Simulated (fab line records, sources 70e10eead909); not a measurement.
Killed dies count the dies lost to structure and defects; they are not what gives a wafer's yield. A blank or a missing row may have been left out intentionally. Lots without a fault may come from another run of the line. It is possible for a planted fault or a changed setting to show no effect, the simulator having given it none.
What tool caused it?	flow nand harc	24 lots, 72 wafers sampled, at 6 steps of a route of 1159

== WHAT EACH GAUGE READ, for each wafer ==
NHARC_A_ONON_D1_THK_MEAS_34: measures by ellipsometry. Usual: thk nm at 200.6 nm, with a standard deviation of 2.6.
lot	measured	on	thk nm (nm)	flag
L075	day 8 12:47	film metro-02	197.3 201.3 202.9	
L074	day 8 12:55	film metro-01	199.8 201.1 199.9	
L077	day 8 23:52	film metro-02	198.4 200.9 201.7	
L076	day 8 23:33	film metro-02	197.0 202.5 199.1	
L078	day 8 23:39	film metro-02	197.7 202.2 199.6	
L079	day 9 09:42	film metro-02	198.5 201.8 204.1	
L081	day 9 14:53	film metro-02	204.3 202.6 202.3	
L080	day 9 14:43	film metro-01	202.3 201.0 199.2	
L082	day 10 02:46	film metro-01	196.5 196.7 201.2	
L084	day 10 16:53	film metro-02	196.3 199.9 198.5	
L083	day 11 00:47	film metro-01	202.0 203.3 203.5	
L087	day 11 21:27	film metro-01	203.6 204.1 202.8	
L086	day 11 20:59	film metro-02	199.5 202.5 198.0	
L088	day 11 21:16	film metro-02	199.9 206.0 204.8	
L085	day 11 21:31	film metro-02	205.0 200.9 200.8	
L089	day 12 06:52	film metro-01	198.3 202.5 202.4	
L090	day 12 07:05	film metro-01	199.2 204.7 204.1	
L091	day 12 06:52	film metro-02	195.5 198.7 197.7	
L092	day 12 14:14	film metro-01	199.7 199.7 202.1	
L093	day 12 14:13	film metro-02	195.8 202.6 201.2	
L094	day 13 00:43	film metro-02	195.5 201.5 202.6	
L095	day 13 00:59	film metro-02	203.1 201.1 199.2	
L096	day 13 11:56	film metro-01	197.8 203.7 202.8	
L097	day 13 16:59	film metro-02	196.7 195.6 198.6	

NHARC_A_CHANNEL_HOLE_D1_CD_MEAS_10: target cd 100 nm. Usual: cd nm at 99.9 nm, with a standard deviation of 0.39.
lot	measured	on	cd nm (nm)	flag
L075	day 8 17:49	cd sem-03	100.0 101.1 100.6	
L074	day 8 18:16	cd sem-02	100.4 99.7 100.2	
L077	day 9 04:49	cd sem-02	99.8 100.3 99.8	
L076	day 9 02:56	cd sem-03	100.3 99.8 100.0	
L078	day 9 03:50	cd sem-01	99.1 99.6 99.7	
L079	day 9 12:29	cd sem-02	100.6 100.3 100.1	
L081	day 9 17:52	cd sem-02	99.6 99.3 99.8	
L080	day 9 17:32	cd sem-01	99.9 99.2 100.1	
L082	day 10 05:26	cd sem-01	99.7 100.1 100.2	
L084	day 10 19:47	cd sem-03	98.7 99.6 99.6	
L083	day 11 03:35	cd sem-02	100.4 99.7 99.6	
L087	day 12 01:29	cd sem-01	99.9 99.9 99.8	
L086	day 11 23:48	cd sem-03	99.8 100.1 99.5	
L088	day 12 00:23	cd sem-02	99.9 99.9 99.8	
L085	day 12 01:41	cd sem-03	100.4 100.1 100.3	
L089	day 12 10:05	cd sem-01	99.5 99.8 99.8	
L090	day 12 11:10	cd sem-03	99.8 99.8 99.7	
L091	day 12 11:01	cd sem-01	99.7 99.7 100.0	
L092	day 12 17:09	cd sem-03	100.1 99.9 100.3	
L093	day 12 16:59	cd sem-03	100.5 100.1 100.4	
L094	day 13 03:39	cd sem-02	99.7 100.8 99.8	
L095	day 13 03:52	cd sem-01	99.9 99.7 99.5	
L096	day 13 14:49	cd sem-02	99.7 100.0 100.2	
L097	day 13 22:03	cd sem-02	99.9 99.8 100.7	

NHARC_A_CHANNEL_HOLE_D1_INSPECT_12. Usual: raw defect count at 5.3, with a standard deviation of 2.5.
lot	measured	on	raw defect count	flag
L075	day 8 17:56	defect inspect-01	5 1 4	
L074	day 8 18:23	defect inspect-02	7 4 5	
L077	day 9 04:56	defect inspect-02	3 3 6	
L076	day 9 03:04	defect inspect-01	10 6 3	
L078	day 9 03:59	defect inspect-01	8 4 5	
L079	day 9 12:37	defect inspect-02	9 7 4	
L081	day 9 17:59	defect inspect-01	2 4 7	
L080	day 9 17:40	defect inspect-02	8 5 5	
L082	day 10 05:34	defect inspect-01	5 4 0	
L084	day 10 19:55	defect inspect-02	6 4 4	
L083	day 11 03:43	defect inspect-02	5 2 11	
L087	day 12 01:36	defect inspect-02	11 9 6	
L086	day 11 23:56	defect inspect-02	3 10 5	
L088	day 12 00:31	defect inspect-01	3 5 5	
L085	day 12 01:48	defect inspect-02	5 5 5	
L089	day 12 10:12	defect inspect-01	1 5 3	
L090	day 12 11:17	defect inspect-01	1 5 8	
L091	day 12 11:08	defect inspect-02	8 8 2	
L092	day 12 17:16	defect inspect-02	3 1 5	
L093	day 12 17:07	defect inspect-02	4 7 6	
L094	day 13 03:47	defect inspect-01	9 11 8	
L095	day 13 03:59	defect inspect-01	6 3 2	
L096	day 13 14:56	defect inspect-01	4 4 10	
L097	day 13 22:11	defect inspect-01	6 5 3	

== EACH LOT AND THE TOOL THAT RAN IT (in order: tool; ch and the chambers of the sampled wafers; start) ==
lot	NHARC_P_GATE_DESCUM_31	NHARC_P_CONTACT_ETCH_35	NHARC_P_CONTACT_CMP_24
L075	rie diel-11 ch 0,2,3, day 4 19:44	rie diel-02 ch 1,2, day 5 16:55	cmp-04 ch 0,2,3, day 6 04:22
L074	rie diel-11 ch 1,2,3, day 4 19:50	rie diel-09 ch 0,1,3, day 5 17:37	cmp-02 ch 2,3, day 6 04:50
L077	rie diel-03 ch 1,2,3, day 5 10:33	rie diel-09 ch 0,1,3, day 6 06:34	cmp-04 ch 1,3, day 6 14:10
L076	rie diel-11 ch 0,1,3, day 5 11:17	rie diel-02 ch 1,2, day 6 07:30	cmp-04 ch 0,3, day 6 14:42
L078	rie diel-03 ch 0,1,2, day 5 15:00	rie diel-02 ch 1,2, day 6 11:12	cmp-02 ch 1,2,3, day 6 15:02
L079	rie diel-11 ch 0,1,3, day 6 00:44	rie diel-02 ch 1,3, day 6 21:26	cmp-04 ch 1,2, day 7 01:37
L081	rie diel-03 ch 0,1,3, day 6 10:01	rie diel-09 ch 1,2, day 7 07:16	cmp-04 ch 0,3, day 7 10:00
L080	rie diel-04 ch 0,1,2, day 6 10:10	rie diel-09 ch 0,2,3, day 7 06:47	cmp-02 ch 0,2,3, day 7 09:28
L082	rie diel-03 ch 1,3, day 6 20:41	rie diel-02 ch 0,1, day 7 19:06	cmp-03 ch 0,1,2, day 7 21:53
L084	rie diel-03 ch 0,1,2, day 7 04:39	rie diel-02 ch 0,3, day 8 01:11	cmp-03 ch 0,3, day 8 04:18
L083	rie diel-03 ch 1,2, day 7 05:10	rie diel-09 ch 0,2,3, day 8 06:41	cmp-02 ch 1,2, day 8 14:54
L087	rie diel-03 ch 0,1,2, day 7 20:48	rie diel-09 ch 0,2,3, day 8 18:08	cmp-04 ch 1,2, day 9 01:27
L086	rie diel-03 ch 0,1,2, day 7 21:24	rie diel-09 ch 1,2,3, day 8 18:35	cmp-02 ch 0,2,3, day 9 01:53
L088	rie diel-04 ch 0,1,3, day 7 21:36	rie diel-05 ch 1,2,3, day 8 18:52	cmp-02 ch 1,2,3, day 9 01:22
L085	rie diel-11 ch 0,2,3, day 7 21:58	rie diel-02 ch 0,3, day 8 23:59	cmp-03 ch 0,1,3, day 9 02:38
L089	rie diel-03 ch 0,1,3, day 8 17:24	rie diel-09 ch 0,2, day 9 13:30	cmp-02 ch 0,1,3, day 10 00:17
L090	rie diel-03 ch 1,3, day 8 18:01	rie diel-02 ch 0,2,3, day 9 13:59	cmp-04 ch 0,1,3, day 10 00:47
L091	rie diel-03 ch 0,2, day 8 22:26	rie diel-09 ch 0,1,3, day 9 19:53	cmp-04 ch 1,2, day 10 01:25
L092	rie diel-04 ch 0,1,3, day 9 08:40	rie diel-09 ch 0,1,3, day 10 05:54	cmp-02 ch 1,2, day 10 09:03
L093	rie diel-11 ch 1,2,3, day 9 08:55	rie diel-05 ch 0,1,2, day 10 04:57	cmp-02 ch 0,2,3, day 10 08:15
L094	rie diel-03 ch 0,1,2, day 9 16:31	rie diel-09 ch 0,1,3, day 10 13:12	cmp-02 ch 1,2, day 10 16:04
L095	rie diel-04 ch 0,2,3, day 9 21:20	rie diel-02 ch 0,1, day 10 18:14	cmp-04 ch 2,3, day 10 21:25
L096	rie diel-04 ch 2,3, day 10 07:32	rie diel-09 ch 1,2,3, day 11 04:43	cmp-04 ch 1,2, day 11 07:26
L097	rie diel-11 ch 0,2,3, day 10 11:47	rie diel-09 ch 2,3, day 11 08:41	cmp-03 ch 1,2, day 11 11:29
- NHARC_P_GATE_DESCUM_31: chemistry O2, time 3 s.
- NHARC_P_CONTACT_ETCH_35: etches the open film in CF4, target depth 39 nm, time 65 s.
- NHARC_P_CONTACT_CMP_24: polishes, t overpolish 30 s, target thk 200 nm.

== WHAT THE TOOLS THEMSELVES READ (means of the sampled wafers that have a number; where no wafer has one, the mark that the record gives instead) ==
NHARC_P_GATE_DESCUM_31. Usual: drypump motor current A 5.7 A, standard deviation 0.36; mfc ar sccm 0.007 sccm, standard deviation 0.0094; oes product au 0.997 a.u., standard deviation 0.0076; rf vpp V 58.0 V, standard deviation 0.9; showerhead plenum p Torr 1.96 Torr, standard deviation 0.076; throttle valve pct 11.311 %, standard deviation 0.0086.
lot	tool	drypump motor current A (A)	mfc ar sccm (sccm)	oes product au (a.u.)	rf vpp V (V)	showerhead plenum p Torr (Torr)	throttle valve pct (%)	flag
L075	rie diel-11	5.8	0.000	1.004	57.6	1.99	11.303	
L074	rie diel-11	5.8	0.002	0.994	59.0	2.01	11.307	
L077	rie diel-03	5.7	0.014	1.000	58.2	2.01	11.308	
L076	rie diel-11	5.6	0.002	1.003	57.4	1.96	11.317	
L078	rie diel-03	5.4	0.014	0.995	58.6	1.95	11.312	
L079	rie diel-11	5.6	0.002	1.002	58.5	1.96	11.307	
L081	rie diel-03	5.8	0.008	0.991	58.2	1.95	11.317	
L080	rie diel-04	5.5	0.004	1.000	57.6	1.92	11.305	
L082	rie diel-03	6.1	0.008	0.998	57.9	2.01	11.323	
L084	rie diel-03	5.4	0.014	0.989	58.4	1.95	11.310	
L083	rie diel-03	5.5	0.019	0.987	57.7	2.02	11.312	
L087	rie diel-03	5.4	0.014	0.994	58.4	1.95	11.310	
L086	rie diel-03	5.4	0.014	0.987	57.9	1.95	11.313	
L088	rie diel-04	5.7	0.004	1.003	58.0	1.94	11.300	
L085	rie diel-11	5.7	0.000	1.005	58.4	1.99	11.314	
L089	rie diel-03	5.7	0.008	0.993	58.2	1.95	11.314	
L090	rie diel-03	5.8	0.017	0.995	58.8	2.03	11.309	
L091	rie diel-03	5.4	0.011	0.994	58.5	1.93	11.315	
L092	rie diel-04	5.7	0.004	0.996	57.8	1.94	11.310	
L093	rie diel-11	5.8	0.002	0.998	58.1	2.00	11.305	
L094	rie diel-03	5.4	0.014	0.992	58.0	1.95	11.310	
L095	rie diel-04	5.9	0.004	1.007	58.3	1.93	11.306	
L096	rie diel-04	6.0	0.000	1.001	58.5	1.92	11.301	
L097	rie diel-11	5.8	0.000	0.998	58.2	1.98	11.312	

NHARC_P_CONTACT_ETCH_35. Usual: drypump motor current A 5.7 A, standard deviation 0.37; mfc ar sccm 0.003 sccm, standard deviation 0.005; oes product au 1.004 a.u., standard deviation 0.0067; rf vpp V 151.0 V, standard deviation 1.3; showerhead plenum p Torr 1.76 Torr, standard deviation 0.076; throttle valve pct 13.282 %, standard deviation 0.009.
lot	tool	drypump motor current A (A)	mfc ar sccm (sccm)	oes product au (a.u.)	rf vpp V (V)	showerhead plenum p Torr (Torr)	throttle valve pct (%)	flag
L075	rie diel-02	5.6	0.002	1.000	150.0	1.71	13.289	
L074	rie diel-09	5.6	0.004	1.006	151.8	1.81	13.288	
L077	rie diel-09	5.6	0.004	1.007	151.6	1.81	13.280	
L076	rie diel-02	5.5	0.003	0.999	149.4	1.69	13.288	
L078	rie diel-02	5.6	0.002	1.003	150.7	1.71	13.281	
L079	rie diel-02	5.8	0.000	0.997	150.3	1.73	13.280	
L081	rie diel-09	5.2	0.000	1.006	151.7	1.82	13.289	
L080	rie diel-09	5.9	0.004	1.000	151.4	1.79	13.272	
L082	rie diel-02	5.4	0.000	1.003	151.4	1.72	13.282	
L084	rie diel-02	5.4	0.000	1.002	150.4	1.71	13.278	
L083	rie diel-09	5.9	0.004	1.003	152.0	1.79	13.280	
L087	rie diel-09	5.9	0.004	1.003	151.2	1.79	13.269	
L086	rie diel-09	5.6	0.000	1.004	152.1	1.84	13.284	
L088	rie diel-05	5.8	0.006	1.008	151.3	1.76	13.279	
L085	rie diel-02	5.5	0.000	1.008	149.8	1.71	13.292	
L089	rie diel-09	5.7	0.004	1.009	151.8	1.74	13.280	
L090	rie diel-02	5.5	0.002	1.003	150.2	1.69	13.284	
L091	rie diel-09	5.6	0.004	1.008	151.7	1.81	13.282	
L092	rie diel-09	5.6	0.004	1.006	150.7	1.81	13.285	
L093	rie diel-05	5.9	0.006	1.008	151.7	1.79	13.288	
L094	rie diel-09	5.7	0.004	1.009	151.5	1.81	13.284	
L095	rie diel-02	5.4	0.000	1.003	150.9	1.72	13.294	
L096	rie diel-09	5.6	0.000	1.002	151.7	1.83	13.284	
L097	rie diel-09	6.0	0.000	1.009	151.3	1.85	13.278	

NHARC_P_CONTACT_CMP_24. Usual: motor current A 12.6 A, standard deviation 1.2; overpolish run s 30.000 s, standard deviation 0.0088; retaining ring pressure frac 1.000, standard deviation 0.0054; time to endpoint s 39.3 s, standard deviation 1.8.
lot	tool	motor current A (A)	overpolish run s (s)	retaining ring pressure frac	time to endpoint s (s)	flag
L075	cmp-04	12.1	29.998	1.000	40.9	
L074	cmp-02	12.9	29.995	1.000	37.5	
L077	cmp-04	12.0	30.004	0.995	38.1	
L076	cmp-04	12.9	29.998	0.998	37.4	
L078	cmp-02	13.3	29.994	0.995	38.5	
L079	cmp-04	10.8	30.006	1.003	38.5	
L081	cmp-04	12.3	30.000	1.000	36.8	
L080	cmp-02	12.7	30.001	0.998	38.7	
L082	cmp-03	12.6	29.999	1.000	40.0	
L084	cmp-03	13.8	29.995	0.998	40.5	
L083	cmp-02	13.5	29.998	0.999	37.8	
L087	cmp-04	10.8	30.009	0.998	37.2	
L086	cmp-02	12.3	29.998	0.999	39.0	
L088	cmp-02	13.0	29.995	1.000	39.2	
L085	cmp-03	13.4	30.005	1.006	39.9	
L089	cmp-02	13.3	30.008	1.003	41.6	
L090	cmp-04	12.0	29.989	1.007	40.9	
L091	cmp-04	11.1	29.999	0.999	41.0	
L092	cmp-02	14.0	30.000	1.000	39.4	
L093	cmp-02	12.8	30.008	0.999	39.1	
L094	cmp-02	14.1	30.005	1.008	41.4	
L095	cmp-04	12.6	29.996	1.001	40.5	
L096	cmp-04	11.1	30.004	1.003	39.3	
L097	cmp-03	12.5	29.992	1.001	39.7	

== THE ANSWER, worked out from the rows above alone ==
Rule: a lot is off if the mean of its wafers that have a number lies more than 3 standard deviations from the usual mean. A lot without any number at a reading at which 4 lots or more have one is off too. The other lots that the step has rows for count as sound. After the gauges, taken in route order, come the tools' own readings; for these a lot's mean is taken, as printed above. The first step at which some lot is off is used, and at that step the reading that is off furthest; a lot without a number counts as furthest.
Nothing can be told from this: no lot is off at any reading shown.

== WHAT THE SIMULATOR HAD INSERTED ==
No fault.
